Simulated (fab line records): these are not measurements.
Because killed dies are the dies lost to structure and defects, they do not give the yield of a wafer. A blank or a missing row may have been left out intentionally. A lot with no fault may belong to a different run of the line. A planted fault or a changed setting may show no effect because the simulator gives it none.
Which tool is to blame? :: flow nand-harc :: 13 lots, 39 wafers sampled, at 6 steps of a route of 1302

## WHAT EACH GAUGE READ, for each wafer
NHARC_A_ZERO_WELL_CD_MEAS_10: target cd 2000 nm.
lot: L670
measured: day 6 14:25
on: cd-sem-01
cd-nm (nm): 1999.5 2000.2 1997.4

lot: L672
measured: day 7 07:43
on: cd-sem-03
cd-nm (nm): 2001.6 2001.0 1998.0

lot: L671
measured: day 7 08:32
on: cd-sem-02
cd-nm (nm): 2001.4 1998.3 1997.3

lot: L673
measured: day 7 20:49
on: cd-sem-01
cd-nm (nm): 2002.0 2001.8 2001.0

lot: L674
measured: day 8 09:10
on: cd-sem-01
cd-nm (nm): 2000.4 1997.2 1997.2

lot: L675
measured: day 8 14:15
on: cd-sem-01
cd-nm (nm): 1998.6 2000.5 2001.8

lot: L676
measured: day 9 01:00
on: cd-sem-03
cd-nm (nm): 1998.7 1999.3 2000.8

lot: L679
measured: day 10 12:25
on: cd-sem-02
cd-nm (nm): 2000.1 1998.2 2000.4

lot: L680
measured: day 10 23:18
on: cd-sem-03
cd-nm (nm): 2000.5 2000.2 1998.0

lot: L682
measured: day 11 17:54
on: cd-sem-03
cd-nm (nm): 1998.4 2000.4 2001.9

lot: L687
measured: day 14 02:51
on: cd-sem-03
cd-nm (nm): 2002.3 2000.6 1998.9

lot: L690
measured: day 15 00:48
on: cd-sem-02
cd-nm (nm): 1999.3 1997.7 2001.5

lot: L691
measured: day 15 12:33
on: cd-sem-03
cd-nm (nm): 1997.9 1998.0 1997.4

NHARC_A_ONON_D1_THK_MEAS_18: measures by ellipsometry.
lot: L670
measured: day 7 22:34
on: film-metro-02
thk-nm (nm): 991 990 989

lot: L672
measured: day 8 15:56
on: film-metro-02
thk-nm (nm): 1002 1001 1000

lot: L671
measured: day 8 15:56
on: film-metro-01
thk-nm (nm): 1014 1014 1013

lot: L673
measured: day 9 08:47
on: film-metro-01
thk-nm (nm): 1002 1000 1001

lot: L674
measured: day 9 17:19
on: film-metro-02
thk-nm (nm): 1016 1018 1018

lot: L675
measured: day 10 00:17
on: film-metro-02
thk-nm (nm): 1000 1000 998

lot: L676
measured: day 10 10:35
on: film-metro-02
thk-nm (nm): 994 992 992

lot: L679
measured: day 11 20:29
on: film-metro-01
thk-nm (nm): 990 990 992

lot: L680
measured: day 12 08:27
on: film-metro-02
thk-nm (nm): 1018 1018 1019

lot: L682
measured: day 13 00:44
on: film-metro-01
thk-nm (nm): 992 993 992

lot: L687
measured: day 15 14:36
on: film-metro-01
thk-nm (nm): 1603 1603 1604

lot: L690
measured: day 16 07:09
on: film-metro-02
thk-nm (nm): 1608 1608 1608

lot: L691
measured: day 16 20:07
on: film-metro-01
thk-nm (nm): 1002 1002 1003

NHARC_A_ONON_D1_INSPECT_32.
lot: L670
measured: day 8 01:23
on: defect-inspect-01
raw-defect-count: 100 76 62

lot: L672
measured: day 8 18:44
on: defect-inspect-02
raw-defect-count: 76 74 64

lot: L671
measured: day 8 18:44
on: defect-inspect-02
raw-defect-count: 45 77 68

lot: L673
measured: day 9 11:35
on: defect-inspect-02
raw-defect-count: 47 40 72

lot: L674
measured: day 9 20:07
on: defect-inspect-02
raw-defect-count: 98 56 56

lot: L675
measured: day 10 03:11
on: defect-inspect-02
raw-defect-count: 101 65 81

lot: L676
measured: day 10 13:25
on: defect-inspect-01
raw-defect-count: 84 57 71

lot: L679
measured: day 11 23:18
on: defect-inspect-02
raw-defect-count: 60 96 126

lot: L680
measured: day 12 11:16
on: defect-inspect-01
raw-defect-count: 44 35 49

lot: L682
measured: day 13 03:32
on: defect-inspect-02
raw-defect-count: 50 69 77

lot: L687
measured: day 15 17:25
on: defect-inspect-01
raw-defect-count: 85 66 40

lot: L690
measured: day 16 10:08
on: defect-inspect-01
raw-defect-count: 93 65 63

lot: L691
measured: day 16 22:55
on: defect-inspect-02
raw-defect-count: 78 94 76

NHARC_END_SORT_01.
lot: L672
measured: day 24 20:31
on: prober-02
killed-at-array: 47 47 51
killed-at-other: 3 0 3
killed-at-periphery: 1 1 2
killed-dies: 51 48 56
killed-open: 2 2 1
killed-short: 4 0 1

lot: L680
measured: day 29 05:34
on: prober-01
killed-at-array: 36 34 30
killed-at-other: 0 0 0
killed-at-periphery: 6 4 4
killed-dies: 42 38 34
killed-open: 2 1 0
killed-short: 6 1 1

lot: L687
measured: day 30 23:55
on: prober-01
killed-at-array: 670 668 669
killed-at-other: 0 0 0
killed-at-periphery: 7 9 8
killed-dies: 677 677 677
killed-open: 2 3 4
killed-short: 1 4 3

lot: L690
measured: day 32 02:10
on: prober-02
killed-at-array: 671 674 675
killed-at-other: 2 1 0
killed-at-periphery: 4 2 2
killed-dies: 677 677 677
killed-open: 7 2 5
killed-short: 2 4 1

## EACH LOT AND THE TOOL THAT RAN IT (in order: tool; ch and the chambers of the sampled wafers; start)
lot: L670
NHARC_A_ONON_D1_DEP_16: pecvd-onon-04 ch 0, day 7 22:03
NHARC_A_CHANNEL_HOLE_D1_DEP_01: pecvd-04 ch 1,2, day 8 06:14

lot: L672
NHARC_A_ONON_D1_DEP_16: pecvd-onon-02 ch 0, day 8 15:26
NHARC_A_CHANNEL_HOLE_D1_DEP_01: pecvd-02 ch 0,1, day 8 22:22

lot: L671
NHARC_A_ONON_D1_DEP_16: pecvd-onon-04 ch 0, day 8 15:26
NHARC_A_CHANNEL_HOLE_D1_DEP_01: pecvd-02 ch 1,2, day 9 00:14

lot: L673
NHARC_A_ONON_D1_DEP_16: pecvd-onon-03 ch 0, day 9 08:17
NHARC_A_CHANNEL_HOLE_D1_DEP_01: pecvd-03 ch 0,1, day 9 13:34

lot: L674
NHARC_A_ONON_D1_DEP_16: pecvd-onon-03 ch 0, day 9 16:51
NHARC_A_CHANNEL_HOLE_D1_DEP_01: pecvd-03 ch 0,1,2, day 9 22:08

lot: L675
NHARC_A_ONON_D1_DEP_16: pecvd-onon-04 ch 0, day 9 23:47
NHARC_A_CHANNEL_HOLE_D1_DEP_01: pecvd-03 ch 0,2, day 10 06:52

lot: L676
NHARC_A_ONON_D1_DEP_16: pecvd-onon-02 ch 0, day 10 10:08
NHARC_A_CHANNEL_HOLE_D1_DEP_01: pecvd-03 ch 0,1,2, day 10 15:36

lot: L679
NHARC_A_ONON_D1_DEP_16: pecvd-onon-04 ch 0, day 11 20:02
NHARC_A_CHANNEL_HOLE_D1_DEP_01: pecvd-03 ch 0,2, day 12 01:19

lot: L680
NHARC_A_ONON_D1_DEP_16: pecvd-onon-04 ch 0, day 12 07:56
NHARC_A_CHANNEL_HOLE_D1_DEP_01: pecvd-02 ch 0,1,2, day 12 17:07

lot: L682
NHARC_A_ONON_D1_DEP_16: pecvd-onon-02 ch 0, day 13 00:13
NHARC_A_CHANNEL_HOLE_D1_DEP_01: pecvd-02 ch 0,1,2, day 13 05:31

lot: L687
NHARC_A_ONON_D1_DEP_16: pecvd-onon-04 ch 0, day 15 14:09
NHARC_A_CHANNEL_HOLE_D1_DEP_01: -

lot: L690
NHARC_A_ONON_D1_DEP_16: pecvd-onon-04 ch 0, day 16 06:38
NHARC_A_CHANNEL_HOLE_D1_DEP_01: -

lot: L691
NHARC_A_ONON_D1_DEP_16: pecvd-onon-03 ch 0, day 16 19:40
NHARC_A_CHANNEL_HOLE_D1_DEP_01: pecvd-02 ch 0,1,2, day 17 02:50
- NHARC_A_ONON_D1_DEP_16: target thk 1000 nm.
- NHARC_A_CHANNEL_HOLE_D1_DEP_01: deposits SiON, target thk 140 nm.

## WHAT THE TOOLS THEMSELVES READ (means of the sampled wafers that have a number; where no wafer has one, the mark that the record gives instead)
NHARC_A_CHANNEL_HOLE_D1_DEP_01.
lot: L670
tool: pecvd-04
chamber-pressure-Torr (Torr): 3.497
heater-power-w (W): 710
rf-fwd-power-W (W): 348.7

lot: L672
tool: pecvd-02
chamber-pressure-Torr (Torr): 3.509
heater-power-w (W): 698
rf-fwd-power-W (W): 347.3

lot: L671
tool: pecvd-02
chamber-pressure-Torr (Torr): 3.497
heater-power-w (W): 719
rf-fwd-power-W (W): 349.1

lot: L673
tool: pecvd-03
chamber-pressure-Torr (Torr): 3.502
heater-power-w (W): 723
rf-fwd-power-W (W): 349.0

lot: L674
tool: pecvd-03
chamber-pressure-Torr (Torr): 3.513
heater-power-w (W): 761
rf-fwd-power-W (W): 349.1

lot: L675
tool: pecvd-03
chamber-pressure-Torr (Torr): 3.504
heater-power-w (W): 697
rf-fwd-power-W (W): 348.5

lot: L676
tool: pecvd-03
chamber-pressure-Torr (Torr): 3.503
heater-power-w (W): 767
rf-fwd-power-W (W): 348.5

lot: L679
tool: pecvd-03
chamber-pressure-Torr (Torr): 3.503
heater-power-w (W): 755
rf-fwd-power-W (W): 349.3

lot: L680
tool: pecvd-02
chamber-pressure-Torr (Torr): 3.498
heater-power-w (W): 714
rf-fwd-power-W (W): 348.3

lot: L682
tool: pecvd-02
chamber-pressure-Torr (Torr): 3.499
heater-power-w (W): 658
rf-fwd-power-W (W): 348.5

lot: L691
tool: pecvd-02
chamber-pressure-Torr (Torr): 3.501
heater-power-w (W): 746
rf-fwd-power-W (W): 349.6

## THE ANSWER, worked out from the rows above alone
Rule: what is usual is taken from the lots themselves. Put in order of their means at a reading, lots are off if they are a third of the lots or fewer, leave a main group of 4 or more, and stand apart from it by a gap of 3 or more times the standard deviation of the main group's means; of several such gaps the widest counts. If all means in a main group match to the digits the tables above print for the reading, that group is not used. A lot without any number at a reading at which 4 lots or more have one is off too. Where the step has rows for the other lots, those lots are counted as sound. First the gauges in route order, then the tools' own readings, where a lot's mean is used as printed above. At the first step where some lot is off, the reading lying furthest off is the one used; lots without a number count as furthest.
Off at NHARC_A_ONON_D1_THK_MEAS_18 (thk-nm): L687, L690. The main group: mean 1002 nm, standard deviation 10.
A tool fits if, at a process step before that reading, it ran every lot that is off, and no sound lot after the first of them. The gauges at NHARC_A_ONON_D1_THK_MEAS_18 are tried like those tools. One fits: pecvd-onon-04 at NHARC_A_ONON_D1_DEP_16. Its last sound lot is L680 (day 12 07:56), its first lot that is off L687 (day 15 14:09): a fault that began between those two fits.

## WHAT THE SIMULATOR HAD INSERTED
pecvd-onon-04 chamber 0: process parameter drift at NHARC_A_ONON_D1_DEP_16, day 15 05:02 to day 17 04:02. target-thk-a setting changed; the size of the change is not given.
Lots struck among those shown: L687, L690. This agrees with what the rule above found.
